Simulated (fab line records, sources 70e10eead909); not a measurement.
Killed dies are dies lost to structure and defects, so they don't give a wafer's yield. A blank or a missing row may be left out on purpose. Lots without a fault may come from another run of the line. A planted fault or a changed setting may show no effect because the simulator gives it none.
fab line records | flow nand_harc
record lots=13 wafers=39 last_day=33
route steps=1302 shown A_M1@1195 A_BONDPAD@1204
lots that met no fault: from a run of the same line without faults
start_h: hours from the record's first day to the start of the lot's first wafer shown | wait_h: hours since the lot's step before | " the same as in the row above | L1.1+2: a row that stands for several wafers | - no value, or no start given | * or withheld: withheld | < > ~ a bound
route shown NAME@n: a module of which the file shows steps, and the number in the route of the first | usual: mean/standard deviation of fault-free wafers | same: alike in all rows | chamber/n: place in a boat | sites: the reading at each site | _std_site: their standard deviation | _edge_site: outer sites' mean less inner sites' | radius_mm: how far each site lies from the wafer's centre | mask NAME#n: copy n | behind: the tool/chamber that last shaped the wafer | hold: why the lot was held/for how many hours/how that ended | device: the transistor (n, p or np) that didn't switch | end of line: the same wafers' tests at the end of the route | a step without rows: its recipe alone | killed: dies lost to structure and defects at the first sort, not the wafer's yield | map: a wafer's dies, x killed, . not, _ none there
set.NAME: the setting as run; set.NAME@STEP: as run at that earlier step | model.NAME: the simulator's own value behind a step, which no gauge read
steps of the route over a sample of lots; a table a step, a row a wafer
services: from which hour (start_h, from the record's first day; less than 0 if before it) a tool's chamber was out of use, for how many hours, and why
## steps
# step NHARC_A_M1_CMP_23
# recipe t_overpolish_s=20 target_thk_nm=154.34
# usual motor_current_A=11.7/1.1 time_to_endpoint_s=28.6/2.7
# columns lot.wafer tool chamber start_h wait_h motor_current_A time_to_endpoint_s
L763.2 cmp-02 1 533.98 - 12.7 26.6
L763.3 " 2 " " 11.7 27.3
L763.5 " 1 " " 12.5 25.0
L766.1 cmp-03 2 539.05 - 12.9 26.0
L766.2 " 0 " " 13.5 27.7
L766.5 " 2 " " 13.3 24.9
L764.1 cmp-03 3 540.08 - 11.5 30.0
L764.4 " 0 " " 13.6 28.0
L764.6 " 1 " " 12.1 27.8
L765.2 cmp-04 2 549.32 - 10.0 27.5
L765.4 " 3 " " 9.6 28.3
L765.5 " 2 " " 9.8 30.5
L767.2 cmp-02 3 566.10 - 10.2 31.9
L767.6 " 3 " " 9.6 30.3
L767.5 " 0 " " 11.8 30.6
L770.2 cmp-02 2 607.70 - 11.4 30.6
L770.4 " 3 " " 9.6 32.1
L770.5 " 0 " " 12.3 31.1
L769.3 cmp-03 0 613.68 - 13.3 26.2
L769.2 " 3 " " 11.7 27.1
L769.5 " 0 " " 13.5 25.9
L773.1 cmp-02 1 622.57 - 12.1 29.8
L773.3 " 2 " " 11.5 28.9
L773.6 " 0 " " 12.4 33.1
L772.4 cmp-04 0 624.72 - 12.6 26.6
L772.1 " 1 " " 10.9 29.5
L772.6 " 3 " " 9.9 25.2
L776.2 cmp-02 0 659.78 - 11.7 29.5
L776.1 " 2 " " 11.2 28.3
L776.6 " 0 " " 12.2 31.6
L775.4 cmp-03 3 661.27 - 12.1 31.9
L775.3 " 0 " " 13.8 29.5
L775.6 " 2 " " 12.3 26.6
L783.4 cmp-02 1 717.15 - 12.4 23.4
L783.1 " 0 " " 12.3 30.6
L783.5 " 2 " " 11.8 28.1
L786.1 cmp-03 0 759.55 - 13.7 29.8
L786.4 " 2 " " 12.1 27.1
L786.3 " 3 " " 12.0 33.3
# step NHARC_A_M1_THK_MEAS_24
# recipe thk_meas_gauge=xrf
# usual thk_nm=154.3/1.6
# columns lot.wafer tool chamber start_h wait_h thk_nm
L763.2 film_metro-01 - 534.31 - 155.6
L763.3 " - " " 155.2
L763.5 " - " " 154.3
L766.1 film_metro-02 - 539.37 - 151.3
L766.2 " - " " 153.0
L766.5 " - " " 152.3
L764.1 film_metro-02 - 540.33 - 154.7
L764.4 " - " " 154.3
L764.6 " - " " 153.1
L765.2 film_metro-01 - 549.61 - 155.4
L765.4 " - " " 154.8
L765.5 " - " " 153.8
L767.2 film_metro-01 - 566.41 - 155.8
L767.5 " - " " 154.4
L767.6 " - " " 153.2
L770.2 film_metro-01 - 607.95 - 155.9
L770.4 " - " " 156.4
L770.5 " - " " 153.4
L769.2 film_metro-01 - 613.99 - 153.8
L769.3 " - " " 152.8
L769.5 " - " " 156.4
L773.1 film_metro-02 - 622.86 - 153.1
L773.3 " - " " 154.9
L773.6 " - " " 155.6
L772.1 film_metro-01 - 624.98 - 154.9
L772.4 " - " " 153.8
L772.6 " - " " 153.2
L776.1 film_metro-02 - 660.10 - 153.0
L776.2 " - " " 154.7
L776.6 " - " " 154.4
L775.3 film_metro-02 - 661.53 - 154.1
L775.4 " - " " 155.7
L775.6 " - " " 151.5
L783.1 film_metro-02 - 717.46 - 154.1
L783.4 " - " " 154.0
L783.5 " - " " 152.5
L786.1 film_metro-02 - 759.87 - 154.1
L786.3 " - " " 155.7
L786.4 " - " " 156.9
# step NHARC_A_BONDPAD_THK_MEAS_30
# recipe thk_meas_gauge=ellipsometry
# usual thk_nm=200.0/1.5
# columns lot.wafer tool chamber start_h wait_h thk_nm
L763.2 film_metro-01 - 535.81 0.2 197.3
L763.3 " - " " 200.5
L763.5 " - " " 199.2
L766.1 film_metro-01 - 540.88 0.2 198.2
L766.2 " - " " 200.2
L766.5 " - " " 198.7
L764.1 film_metro-01 - 541.97 0.2 198.8
L764.4 " - " " 201.4
L764.6 " - " " 199.9
L765.2 film_metro-02 - 551.35 0.2 199.8
L765.4 " - " " 200.5
L765.5 " - " " 199.2
L767.2 film_metro-01 - 568.10 0.2 199.0
L767.5 " - " " 200.8
L767.6 " - " " 203.4
L770.2 film_metro-02 - 609.47 0.2 198.5
L770.4 " - " " 196.8
L770.5 " - " " 196.7
L769.2 film_metro-01 - 615.50 0.2 201.9
L769.3 " - " " 202.4
L769.5 " - " " 202.2
L773.1 film_metro-02 - 624.38 0.1 201.7
L773.3 " - " " 199.3
L773.6 " - " " 201.5
L772.1 film_metro-02 - 626.50 0.2 200.6
L772.4 " - " " 202.1
L772.6 " - " " 202.3
L776.1 film_metro-01 - 661.64 0.2 198.9
L776.2 " - " " 199.7
L776.6 " - " " 199.9
L775.3 film_metro-02 - 663.08 0.2 199.7
L775.4 " - " " 201.5
L775.6 " - " " 201.3
L783.1 film_metro-02 - 718.97 0.2 199.8
L783.4 " - " " 199.3
L783.5 " - " " 199.8
L786.1 film_metro-02 - 761.39 0.2 201.1
L786.3 " - " " 197.2
L786.4 " - " " 200.6
# step NHARC_A_BONDPAD_ETCH_34
# recipe target_depth_a=600 overetch_a=180 time_s=65.91 ion_energy_ev=200 n2_flow_sccm=150 h2_flow_sccm=150 ar_flow_sccm=0 rf_w=400 bias_w=150 chemistry=N2/H2
# usual drypump_motor_current_A=5.7/0.37 oes_product_au=1.003/0.0069 rf_vpp_V=431.3/2 showerhead_plenum_p_Torr=2.07/0.063 throttle_valve_pct=14.172/0.0095
# columns lot.wafer tool chamber start_h wait_h drypump_motor_current_A oes_product_au rf_hours_counter_h rf_vpp_V showerhead_plenum_p_Torr throttle_valve_pct
L763.2 rie_diel-02 3 536.68 0.1 5.3 0.995 3 429.6 2.04 14.186
L763.3 " 1 " " 5.8 0.996 3 427.0 1.96 14.172
L763.5 " 3 " " 5.3 1.008 - 432.2 2.04 14.170
L766.1 rie_diel-11 3 541.62 0.1 5.9 1.005 33 429.4 1.98 14.163
L766.2 " 0 " " 6.2 1.004 31 433.7 2.16 14.163
L766.5 " 0 " " 6.2 1.005 - 434.1 2.16 14.182
L764.1 rie_diel-02 3 542.87 0.1 5.3 1.001 4 430.5 2.04 14.173
L764.4 " 0 " " 6.4 1.002 - 431.5 2.11 14.176
L764.6 " 3 " " 5.3 1.008 - 429.7 2.04 14.171
L765.2 rie_diel-02 0 552.10 0.1 6.4 0.999 4 433.2 2.11 14.154
L765.4 " 1 " " 5.8 1.009 4 427.5 1.96 14.182
L765.5 " 3 " " 5.3 0.994 - 429.3 2.04 14.164
L767.2 rie_diel-11 1 568.96 0.1 6.1 1.006 42 435.0 2.20 14.172
L767.6 " 1 " " 6.1 0.996 - 437.4 2.20 14.193
L767.5 " 2 " " 5.5 1.000 - 434.1 2.18 14.180
L770.2 rie_diel-04 2 610.21 0.1 5.2 1.012 12 433.2 2.11 14.182
L770.4 " 0 " " 5.4 1.002 11 433.0 2.12 14.190
L770.5 " 2 " " 5.2 1.009 - 433.9 2.12 14.172
L769.3 rie_diel-02 1 616.36 0.1 5.8 0.993 1 429.1 1.96 14.168
L769.2 " 2 " " 5.8 0.991 1 432.4 2.10 14.161
L769.5 " 1 " " 5.8 1.007 - 428.9 1.96 14.168
L773.3 rie_diel-02 1 625.11 0.1 5.9 1.003 2 428.3 1.96 14.167
L773.1 " 2 " " 5.8 1.002 2 433.3 2.10 14.167
L773.6 " 2 " " 5.8 1.010 - 432.4 2.10 14.174
L772.4 rie_diel-04 3 627.40 0.1 5.3 1.004 17 432.1 2.07 14.179
L772.1 " 2 " " 5.2 1.012 17 433.8 2.11 14.167
L772.6 " 3 " " 5.3 1.007 - 432.1 2.07 14.175
L776.2 rie_diel-04 2 662.42 0.1 5.2 1.012 25 433.5 2.11 14.180
L776.1 " 3 " " 5.3 0.997 24 432.3 2.07 14.174
L776.6 " 0 " " 5.4 1.019 - 430.7 2.12 14.182
L775.3 rie_diel-02 3 663.83 0.1 5.3 0.995 2 429.5 2.04 14.188
L775.4 " 0 " " 6.3 0.992 2 432.6 2.11 14.161
L775.6 " 1 " " 5.9 0.998 - 429.4 1.96 14.172
L783.4 rie_diel-02 1 719.87 0.1 5.9 1.005 4 427.7 1.96 14.173
L783.1 " 2 " " 5.8 1.006 4 432.8 2.10 14.162
L783.5 " 0 " " 6.4 0.803 - 431.3 2.11 14.156
L786.1 rie_diel-04 2 762.12 0.1 5.2 1.005 8 431.1 2.10 14.171
L786.3 " 0 " " 5.4 1.019 8 431.8 2.11 14.176
L786.4 " 1 " " 5.4 1.012 8 430.4 2.02 14.168
## services
# columns tool chamber start_h hours kind
rie_diel-02 1 530.06 2.0 repair
rie_diel-04 - 531.90 9.0 pm
cmp-02 - 536.74 4.0 pm
rie_diel-02 2 542.22 3.2 repair
rie_diel-04 2 545.41 3.6 repair
cmp-03 - 554.06 4.0 pm
rie_diel-02 - 570.70 9.0 pm
cmp-02 - 612.79 0.3 repair
cmp-03 - 626.57 4.4 repair
cmp-03 - 632.20 1.6 repair
cmp-02 - 634.84 4.0 pm
cmp-03 - 640.19 0.3 repair
cmp-03 - 652.06 4.0 pm
rie_diel-04 0 681.85 8.3 repair
cmp-03 - 690.01 0.8 repair
rie_diel-02 0 691.73 11.2 repair
cmp-03 - 701.17 1.0 repair
rie_diel-04 - 708.90 9.0 pm
cmp-02 - 710.42 1.6 repair
cmp-03 - 729.18 2.0 repair
cmp-02 - 732.84 4.0 pm
cmp-02 - 740.91 1.4 repair
rie_diel-02 - 747.70 9.0 pm
cmp-03 - 750.10 4.0 pm
## key
first_sign step=NHARC_A_BONDPAD_ETCH_34 reading=oes_product_au direction=down sigmas=29 usual=1.003 struck=0.803
effect none on later readings
met_at NHARC_A_BONDPAD_ETCH_34
struck_lots L783
struck_wafers L783.5
sort_left_out L783.5
not_acting_at NHARC_A_M1_CMP_23,NHARC_A_M1_THK_MEAS_24,NHARC_A_BONDPAD_THK_MEAS_30
onset_between 663.83 719.87
fault kind=process_parameter_drift tool=rie_diel-02 chamber=0 onset_h=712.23 steps=NHARC_A_BONDPAD_ETCH_34 channel=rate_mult offset=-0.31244 shape=step end_h=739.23
# sort_left_out: the simulated sort isn't trusted on such a fault, so these wafers' sort isn't shown, and their yield isn't known
